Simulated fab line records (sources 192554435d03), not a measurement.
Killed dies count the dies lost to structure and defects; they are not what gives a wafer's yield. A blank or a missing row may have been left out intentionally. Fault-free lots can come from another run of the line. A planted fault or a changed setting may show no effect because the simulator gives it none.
Chamber matching ; flow n5Finfet ; N5_BEOL_M0_PRE_CLEAN_131 on cvdCo-02: 3 sister chambers
The step time 15 s. 3 wafers are shown with their chamber, then 12 later ones without.

== EACH WAFER AND ITS CHAMBER ==
wafer;chamber;heaterPowerW (W)
L093.1;2;118
L093.2;0;101
L093.5;1;89

== WAFERS WITH NO CHAMBER GIVEN ==
wafer;heaterPowerW (W)
L092.2;102
L092.4;103
L092.6;119
L094.1;119
L094.2;89
L094.6;120
L096.1;88
L096.2;121
L096.3;102
L097.2;85
L097.4;88
L097.6;103

== THE CHAMBER EACH PASSED THROUGH ==
wafer;from the rows above;in truth
L092.2;0;0
L092.4;0;0
L092.6;2;2
L094.1;2;2
L094.2;1;1
L094.6;2;2
L096.1;1;1
L096.2;2;2
L096.3;0;0
L097.2;1;1
L097.4;1;1
L097.6;0;0
Correctly placed: 12 of 12. From these rows, 0 cannot be placed. Number placed wrongly: 0.
How it was worked out, from the rows above alone: a wafer's distance from a chamber is the root of the sum, over the readings, of the square of ((its reading less the chamber's mean) divided by the reading's scatter). If the next closest chamber is less than 2 further off than the closest, the wafer can't be placed; otherwise it belongs to the closest. For every chamber, the mean is computed from those of its wafers that are shown. The scatter (one wafer shown for each chamber): square how far every hidden wafer sits from the nearest shown wafer, average those squares and take the square root.
